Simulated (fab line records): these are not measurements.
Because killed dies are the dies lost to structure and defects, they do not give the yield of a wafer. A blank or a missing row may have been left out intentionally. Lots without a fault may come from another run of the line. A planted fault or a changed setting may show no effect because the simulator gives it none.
fab line records | flow nandHarc
record lots=14 | wafers=42 | lastDay=34
route steps=1302 shown A_BLC@1120 A_M0@1137
lots that met no fault: taken from a fault-free run of the same line
startH: start of the lot's first displayed wafer, in hours after the record's first day | waitH: hours since the lot's step before | " identical to the entry in the row above | L1.1+2: a single row standing in for several wafers | - value missing, or start not given | * or withheld: withheld | < > ~ a bound
route shown NAME@n: NAME is a module with steps in the file, n the number in the route of the first one | usual: mean/standard deviation of fault-free wafers | same: alike in all rows | chamber/n: place in a boat | sites: the reading at each site | _std_site: the values' standard deviation | _edge_site: mean of outer sites minus mean of inner sites | radiusMm: how far each site lies from the wafer's centre | mask NAME#n: copy n | behind: tool/chamber where the wafer was last shaped | hold: cause of the lot's hold/its duration in hours/its outcome | device: the n, p or np transistor that did not switch | end of line: at the end of the route, the tests of the same wafers | for a step that has no rows: nothing shown but its recipe | killed: dies that structure and defects cost at the first sort, which is not the same as the wafer's yield | map: per-die view of a wafer (x killed, . not killed, _ where there is no die)
set.NAME: setting as actually run; set.NAME@STEP: the setting as run at that earlier step | model.NAME: the simulator's own value behind a step, which no gauge read
steps of the route over a sample of lots; a table a step, a row a wafer
services: a tool's chamber out of use, with start hour (startH, from the record's first day; less than 0 if before it), hours out, and reason
## steps
# step NHARC_A_BLC_DESCUM_15
# recipe timeS=3 | o2FlowSccm=200 | arFlowSccm=0 | biasPowerW=0 | chemistry=O2
# usual chamberPressureMTorr=60.00/0.054 | drypumpMotorCurrentA=5.7/0.46 | oesProductAu=1.001/0.0074 | rfVppV=57.9/0.84 | showerheadPlenumPTorr=1.91/0.078 | throttleValvePct=11.311/0.0086
lot.wafer | tool       | chamber | startH | waitH | chamberPressureMTorr | drypumpMotorCurrentA | oesProductAu | rfHoursCounterH | rfVppV | showerheadPlenumPTorr | throttleValvePct
L643.4    | rieDiel-03 | 3       | 524.26 | 0.1   | 59.93                | 5.4                  | 1.009        | 4               | 58.0   | 1.85                  | 11.310
L643.2    | "          | 0       | "      | "     | 59.87                | 6.3                  | 1.002        | 4               | 56.5   | 1.80                  | 11.308
L643.1    | "          | 2       | "      | "     | 60.07                | 5.3                  | 1.000        | 4               | 57.7   | 1.88                  | 11.311
L644.3    | rieDiel-07 | 0       | 528.54 | 0.1   | 60.05                | 5.3                  | 1.009        | 4               | 58.5   | 1.89                  | 11.316
L644.5    | "          | 3       | "      | "     | 60.05                | 5.5                  | 0.989        | -               | 58.4   | 2.00                  | 11.304
L644.6    | "          | 0       | "      | "     | 60.02                | 5.2                  | 1.008        | -               | 56.9   | 1.89                  | 11.316
L645.1    | rieDiel-03 | 0       | 541.74 | 0.1   | 60.10                | 6.3                  | 1.000        | 6               | 56.9   | 1.80                  | 11.317
L645.3    | "          | 1       | "      | "     | 60.02                | 6.1                  | 1.001        | 6               | 58.0   | 2.04                  | 11.309
L645.2    | "          | 3       | "      | "     | 59.99                | 5.4                  | 1.003        | 6               | 57.3   | 1.84                  | 11.305
L646.1    | rieDiel-06 | 1       | 553.40 | 0.1   | 60.04                | 6.4                  | 0.987        | 20              | 58.5   | 2.05                  | 11.301
L646.4    | "          | 2       | "      | "     | 60.05                | 6.5                  | 1.000        | -               | 58.1   | 1.94                  | 11.299
L646.5    | "          | 0       | "      | "     | 60.08                | 6.0                  | 0.999        | -               | 56.4   | 1.88                  | 11.298
L647.4    | rieDiel-07 | 1       | 578.89 | 0.1   | 60.01                | 5.8                  | 0.994        | 8               | 58.3   | 1.94                  | 11.297
L647.6    | "          | 2       | "      | "     | 59.97                | 5.1                  | 0.990        | -               | 57.9   | 1.87                  | 11.316
L647.5    | "          | 3       | "      | "     | 60.05                | 5.4                  | 0.990        | -               | 58.2   | 2.00                  | 11.318
L650.2    | rieDiel-03 | 1       | 593.68 | 0.1   | 60.06                | 6.1                  | 1.001        | 9               | 59.8   | 2.04                  | 11.326
L650.6    | "          | 1       | "      | "     | 59.98                | 6.1                  | 1.001        | -               | 58.1   | 2.04                  | 11.302
L650.5    | "          | 2       | "      | "     | 60.00                | 5.3                  | 1.009        | -               | 57.5   | 1.88                  | 11.302
L652.4    | rieDiel-07 | 0       | 610.67 | 0.1   | 60.01                | 5.3                  | 0.990        | 10              | 57.4   | 1.88                  | 11.300
L652.2    | "          | 1       | "      | "     | 60.09                | 5.8                  | 1.013        | 10              | 57.9   | 1.94                  | 11.303
L652.6    | "          | 0       | "      | "     | 59.92                | 5.3                  | 0.998        | -               | 57.9   | 1.88                  | 11.295
L651.2    | rieDiel-03 | 1       | 613.17 | 0.1   | 60.06                | 6.1                  | 1.009        | 10              | 59.6   | 2.04                  | 11.315
L651.4    | "          | 0       | "      | "     | 59.99                | 6.3                  | 0.988        | 7               | 57.3   | 1.80                  | 11.311
L651.5    | "          | 1       | "      | "     | 60.07                | 6.1                  | 0.997        | -               | 59.1   | 2.04                  | 11.315
L653.4    | rieDiel-03 | 1       | 620.07 | 0.1   | 59.97                | 6.1                  | 1.008        | 11              | 58.7   | 2.04                  | 11.317
L653.3    | "          | 2       | "      | "     | 60.03                | 5.3                  | 1.009        | 13              | 58.2   | 1.88                  | 11.308
L653.2    | "          | 3       | "      | "     | 59.99                | 5.5                  | 1.016        | 13              | 56.9   | 1.84                  | 11.307
L655.4    | rieDiel-07 | 1       | 648.04 | 0.1   | 59.97                | 5.8                  | 0.994        | 13              | 57.8   | 1.94                  | 11.316
L655.3    | "          | 2       | "      | "     | 59.97                | 5.1                  | 1.002        | 13              | 57.0   | 1.87                  | 11.302
L655.2    | "          | 0       | "      | "     | 59.93                | 5.3                  | 1.002        | 14              | 56.7   | 1.88                  | 11.306
L657.2    | rieDiel-07 | 0       | 659.05 | 0.1   | 59.99                | 5.3                  | 1.006        | 0               | 57.6   | 1.88                  | 11.321
L657.1    | "          | 2       | "      | "     | 60.00                | 5.1                  | 0.999        | 0               | 57.6   | 1.87                  | 11.310
L657.4    | "          | 0       | "      | "     | 60.02                | 5.3                  | 1.012        | -               | 57.5   | 1.88                  | 11.324
L663.1    | rieDiel-03 | 3       | 728.53 | 0.1   | 59.95                | 5.4                  | 1.013        | 6               | 57.2   | 1.84                  | 11.309
L663.4    | "          | 0       | "      | "     | 60.00                | 6.3                  | 0.997        | 6               | 58.0   | 1.80                  | 11.313
L663.5    | "          | 0       | "      | "     | 60.11                | 6.4                  | 0.997        | -               | 56.6   | 1.80                  | 11.311
L664.3    | rieDiel-03 | 3       | 733.04 | 0.1   | 59.90                | 5.4                  | 1.001        | 7               | 57.9   | 1.84                  | 11.321
L664.4    | "          | 2       | "      | "     | 59.97                | 5.2                  | 0.997        | 6               | 58.0   | 1.87                  | 11.303
L664.5    | "          | 3       | "      | "     | 59.98                | 5.4                  | 0.996        | -               | 58.8   | 1.84                  | 11.312
L665.1    | rieDiel-03 | 3       | 741.49 | 0.1   | 60.04                | 5.4                  | 1.006        | 7               | 57.4   | 1.84                  | 11.324
L665.4    | "          | 2       | "      | "     | 59.98                | 5.3                  | 1.007        | 6               | 58.1   | 1.87                  | 11.304
L665.5    | "          | 0       | "      | "     | 59.95                | 6.3                  | 1.003        | -               | 57.0   | 1.80                  | 11.315
# step NHARC_A_BLC_ALD_23
# recipe targetThkA=30 | pulseTimeS=1 | aldCycles=150 | tempC=450 | material=TiN
# usual heaterPowerW=1032/67 | precursorPulseHeightRel=0.999/0.022 | susceptorTempC=450.03/0.23
lot.wafer | tool        | chamber | startH | waitH | heaterPowerW | precursorPulseHeightRel | sinceWetCleanH | susceptorTempC
L643.1    | aldMetal-03 | 2       | 526.07 | -     | 1038         | 1.021                   | 126            | 449.80
L643.2    | "           | 0       | "      | "     | 884          | 1.004                   | 126            | 450.63
L643.4    | "           | 3       | "      | "     | 1012         | 1.000                   | -              | 450.15
L644.3    | aldMetal-02 | 1       | 530.71 | -     | 1033         | 0.997                   | 89             | 450.22
L644.5    | "           | 3       | "      | "     | 896          | 1.031                   | -              | 449.74
L644.6    | "           | 0       | "      | "     | 1118         | 1.008                   | -              | 450.04
L645.1    | aldMetal-02 | 0       | 543.59 | -     | 1129         | 0.994                   | 102            | 450.26
L645.3    | "           | 1       | "      | "     | 1028         | 1.002                   | 102            | 449.79
L645.2    | "           | 2       | "      | "     | 1043         | 1.019                   | 102            | 450.11
L646.1    | aldMetal-02 | 0       | 555.34 | -     | 1107         | 1.005                   | 113            | 449.80
L646.4    | "           | 2       | "      | "     | 1027         | 1.009                   | 113            | 449.71
L646.5    | "           | 3       | "      | "     | 895          | 1.034                   | -              | 450.31
L647.6    | aldMetal-02 | 1       | 580.79 | -     | 1013         | 1.014                   | -              | 450.46
L647.5    | "           | 3       | "      | "     | 879          | 0.984                   | -              | 450.03
L647.4    | "           | 0       | "      | "     | 1096         | 0.981                   | -              | 450.43
L650.2    | aldMetal-04 | 0       | 595.72 | -     | 1011         | 0.972                   | 112            | 450.42
L650.5    | "           | 1       | "      | "     | 1070         | 0.986                   | -              | 450.00
L650.6    | "           | 2       | "      | "     | 1105         | 1.011                   | -              | 449.49
L652.4    | aldMetal-03 | 2       | 612.46 | -     | 1081         | 1.017                   | 34             | 450.31
L652.2    | "           | 1       | "      | "     | 1010         | 0.998                   | 35             | 450.04
L652.6    | "           | 3       | "      | "     | 995          | 1.035                   | -              | 450.00
L651.2    | aldMetal-04 | 0       | 615.09 | -     | 1015         | 0.982                   | 131            | 450.20
L651.4    | "           | 2       | "      | "     | 1077         | 1.050                   | 131            | 449.57
L651.5    | "           | 0       | "      | "     | 992          | 1.003                   | -              | 450.18
L653.4    | aldMetal-02 | 2       | 621.88 | -     | 1018         | 1.029                   | 2              | 450.01
L653.3    | "           | 0       | "      | "     | 1157         | 0.986                   | 2              | 450.33
L653.2    | "           | 1       | "      | "     | 1016         | 0.981                   | 2              | 449.96
L655.4    | aldMetal-03 | 3       | 649.87 | -     | 989          | 0.987                   | 72             | 449.97
L655.3    | "           | 0       | "      | "     | 885          | 0.979                   | 72             | 450.33
L655.2    | "           | 2       | "      | "     | 1128         | 0.998                   | 72             | 449.66
L657.1    | aldMetal-03 | 0       | 661.08 | -     | 876          | 1.029                   | 83             | 450.09
L657.4    | "           | 1       | "      | "     | 1041         | 1.029                   | 83             | 450.00
L657.2    | "           | 3       | "      | "     | 1015         | 1.048                   | 83             | 450.02
L663.1    | aldMetal-04 | 0       | 730.36 | -     | 1064         | 1.005                   | 68             | 449.77
L663.4    | "           | 1       | "      | "     | 1020         | 1.024                   | 68             | 450.02
L663.5    | "           | 0       | "      | "     | 995          | 1.006                   | -              | 449.78
L664.3    | aldMetal-02 | 1       | 734.84 | -     | 1007         | 0.988                   | 115            | 449.94
L664.4    | "           | 3       | "      | "     | 920          | 0.981                   | 115            | 449.74
L664.5    | "           | 2       | "      | "     | 1037         | 0.989                   | -              | 450.12
L665.1    | aldMetal-04 | 1       | 743.64 | -     | 1059         | 1.005                   | 82             | 449.92
L665.4    | "           | 3       | "      | "     | 1097         | 1.009                   | 82             | 450.05
L665.5    | "           | 2       | "      | "     | 1018         | 1.012                   | -              | 450.23
# step NHARC_A_M0_DEP_00
# recipe targetThkA=1500 | targetThkNm=150 | tempC=withheld | pressureTorr=5 | flowSccm=200 | rfW=600 | material=SiOC
# usual chamberPressureTorr=4.998/0.011 | rfFwdPowerW=598.3/2.1
lot.wafer | tool     | chamber | startH | waitH | chamberPressureTorr | rfFwdPowerW | sinceWetCleanH
L643.2    | pecvd-04 | 2       | 527.35 | 0.1   | 5.002               | 602.0       | 64
L643.1    | "        | 0       | "      | "     | 5.005               | 599.0       | 64
L643.4    | "        | 0       | "      | "     | 4.996               | 598.3       | -
L644.3    | pecvd-01 | 0       | 531.97 | 0.2   | 4.965               | 596.7       | 27
L644.6    | "        | 1       | "      | "     | 5.005               | 598.6       | -
L644.5    | "        | 2       | "      | "     | 5.007               | 598.7       | -
L645.3    | pecvd-03 | 1       | 544.82 | 0.1   | 4.991               | 597.0       | 166
L645.1    | "        | 2       | "      | "     | 5.007               | 596.4       | 166
L645.2    | "        | 0       | "      | "     | 5.001               | 598.6       | 166
L646.1    | pecvd-01 | 1       | 556.56 | 0.1   | 5.015               | 600.8       | 52
L646.5    | "        | 0       | "      | "     | 5.017               | 599.7       | -
L646.4    | "        | 2       | "      | "     | 4.995               | 598.9       | -
L647.5    | pecvd-03 | 0       | 582.08 | 0.2   | 5.002               | 593.9       | -
L647.4    | "        | 1       | "      | "     | 5.004               | 599.6       | -
L647.6    | "        | 2       | "      | "     | 4.985               | 595.2       | -
L650.2    | pecvd-04 | 0       | 596.95 | 0.2   | 4.991               | 599.0       | 134
L650.5    | "        | 1       | "      | "     | 5.000               | 598.0       | -
L650.6    | "        | 2       | "      | "     | 4.989               | 599.8       | -
L652.2    | pecvd-04 | 2       | 614.17 | 0.1   | 5.008               | 599.0       | 151
L652.4    | "        | 1       | "      | "     | 4.999               | 598.9       | -
L652.6    | "        | 2       | "      | "     | 5.001               | 598.8       | -
L651.2    | pecvd-03 | 1       | 616.83 | 0.2   | 5.016               | 597.6       | 57
L651.4    | "        | 0       | "      | "     | 5.009               | 595.6       | -
L651.5    | "        | 1       | "      | "     | 5.003               | 598.8       | -
L653.3    | pecvd-03 | 2       | 623.54 | 0.1   | 4.994               | 600.5       | 63
L653.2    | "        | 0       | "      | "     | 4.984               | 596.5       | 63
L653.4    | "        | 2       | "      | "     | 4.992               | 598.5       | -
L655.3    | pecvd-04 | 2       | 651.14 | 0.1   | -                   | -           | -
L655.2    | "        | 0       | "      | "     | -                   | -           | -
L655.4    | "        | 2       | "      | "     | -                   | -           | -
L657.1    | pecvd-01 | 2       | 662.31 | 0.1   | -                   | -           | -
L657.2    | "        | 1       | "      | "     | -                   | -           | -
L657.4    | "        | 0       | "      | "     | -                   | -           | -
L663.1    | pecvd-01 | 0       | 731.54 | 0.1   | 4.985               | 598.1       | 46
L663.5    | "        | 0       | "      | "     | 4.964               | 598.7       | -
L663.4    | "        | 2       | "      | "     | 5.001               | 598.3       | -
L664.3    | pecvd-04 | 0       | 736.08 | 0.1   | 4.992               | 599.3       | 92
L664.4    | "        | 2       | "      | "     | 4.997               | 599.8       | -
L664.5    | "        | 0       | "      | "     | 5.005               | 599.7       | -
L665.1    | pecvd-03 | 2       | 744.89 | 0.1   | 5.002               | 600.5       | 4
L665.4    | "        | 1       | "      | "     | 5.025               | 596.9       | -
L665.5    | "        | 0       | "      | "     | 5.014               | 596.7       | -
# step NHARC_A_M0_CD_MEAS_09
# recipe targetCdNm=80 | landingEnergyEv=500
# usual cdNm=80.0/0.48
lot.wafer | tool     | chamber | startH | waitH | cdNm
L643.1    | cdSem-02 | 0       | 528.15 | -     | 79.7
L643.2    | "        | 0       | "      | "     | 79.4
L643.4    | "        | 0       | "      | "     | 79.8
L644.3    | cdSem-01 | 0       | 532.72 | -     | 79.6
L644.5    | "        | 0       | "      | "     | 80.4
L644.6    | "        | 0       | "      | "     | 80.2
L645.1    | cdSem-02 | 0       | 545.66 | -     | 81.1
L645.2    | "        | 0       | "      | "     | 79.9
L645.3    | "        | 0       | "      | "     | 81.1
L646.1    | cdSem-01 | 0       | 557.35 | -     | 80.1
L646.4    | "        | 0       | "      | "     | 80.0
L646.5    | "        | 0       | "      | "     | 79.7
L647.4    | cdSem-01 | 0       | 582.79 | -     | 80.4
L647.5    | "        | 0       | "      | "     | 80.8
L647.6    | "        | 0       | "      | "     | 80.6
L650.2    | cdSem-02 | 0       | 597.69 | -     | 79.7
L650.5    | "        | 0       | "      | "     | 79.7
L650.6    | "        | 0       | "      | "     | 79.3
L652.2    | cdSem-03 | 0       | 614.83 | -     | 80.3
L652.4    | "        | 0       | "      | "     | 79.7
L652.6    | "        | 0       | "      | "     | 79.8
L651.2    | cdSem-01 | 0       | 617.57 | -     | 79.1
L651.4    | "        | 0       | "      | "     | 79.3
L651.5    | "        | 0       | "      | "     | 79.6
L653.2    | cdSem-02 | 0       | 624.37 | -     | 79.4
L653.3    | "        | 0       | "      | "     | 79.6
L653.4    | "        | 0       | "      | "     | 79.5
L655.2    | cdSem-01 | 0       | 651.95 | -     | 79.4
L655.3    | "        | 0       | "      | "     | 80.1
L655.4    | "        | 0       | "      | "     | 79.9
L657.1    | cdSem-03 | 0       | 663.15 | -     | 80.0
L657.2    | "        | 0       | "      | "     | 80.3
L657.4    | "        | 0       | "      | "     | 79.9
L663.1    | cdSem-01 | 0       | 732.24 | -     | 80.6
L663.4    | "        | 0       | "      | "     | 81.1
L663.5    | "        | 0       | "      | "     | 80.5
L664.3    | cdSem-02 | 0       | 736.75 | -     | 79.3
L664.4    | "        | 0       | "      | "     | 80.2
L664.5    | "        | 0       | "      | "     | 79.9
L665.1    | cdSem-02 | 0       | 745.67 | -     | 79.5
L665.4    | "        | 0       | "      | "     | 79.8
L665.5    | "        | 0       | "      | "     | 80.3
## services
tool        | chamber | startH | hours | kind
aldMetal-03 | 1       | 523.82 | 12.5  | repair
rieDiel-07  | 3       | 532.46 | 6.9   | repair
rieDiel-03  | 0       | 544.35 | 56.4  | repair
pecvd-03    | -       | 547.19 | 13.0  | pm
aldMetal-03 | -       | 553.40 | 2.1   | repair
rieDiel-03  | 1       | 557.67 | 12.7  | repair
aldMetal-03 | -       | 568.00 | 10.0  | pm
aldMetal-02 | 2       | 580.49 | 3.6   | repair
pecvd-03    | 2       | 585.82 | 4.0   | repair
aldMetal-02 | -       | 589.34 | 1.3   | repair
pecvd-03    | 0       | 603.76 | 3.6   | repair
rieDiel-03  | 3       | 608.23 | 2.0   | repair
aldMetal-02 | -       | 610.00 | 10.0  | pm
pecvd-04    | -       | 631.11 | 13.0  | pm
rieDiel-07  | 1       | 632.49 | 1.6   | repair
rieDiel-03  | -       | 635.34 | 9.0   | pm
rieDiel-07  | -       | 648.48 | 9.0   | pm
rieDiel-07  | -       | 666.42 | 0.2   | repair
pecvd-03    | -       | 672.63 | 1.6   | repair
rieDiel-07  | 1       | 702.04 | 1.9   | repair
pecvd-04    | -       | 719.52 | 0.7   | repair
rieDiel-03  | 0       | 721.44 | 2.9   | repair
pecvd-03    | -       | 728.32 | 13.0  | pm
rieDiel-07  | 1       | 736.30 | 6.2   | repair
## key
firstSign step=NHARC_A_M0_DEP_00 | reading=toolRecord | direction=missing
effect none on later readings
metAt NHARC_A_M0_DEP_00
struckLots L655,L657
laterRowsLeftOut L655.2,L655.3,L655.4,L657.1,L657.2,L657.4
sortLeftOut L655.2,L655.3,L655.4,L657.1,L657.2,L657.4
notActingAt NHARC_A_BLC_DESCUM_15,NHARC_A_BLC_ALD_23,NHARC_A_M0_CD_MEAS_09
onsetBetween 614.17 651.14
fault kind=skippedStepWhole | tool=pecvd-01,pecvd-04 | chamber=- | onsetH=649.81 | steps=NHARC_A_M0_DEP_00 | scope=struckLotsOnly
# sortLeftOut: the simulated sort isn't trusted on such a fault, so these wafers' sort isn't shown, and their yield isn't known
# laterRowsLeftOut: the simulator's readings of these wafers behind a module that went badly wrong aren't trusted and aren't shown, but for the sort
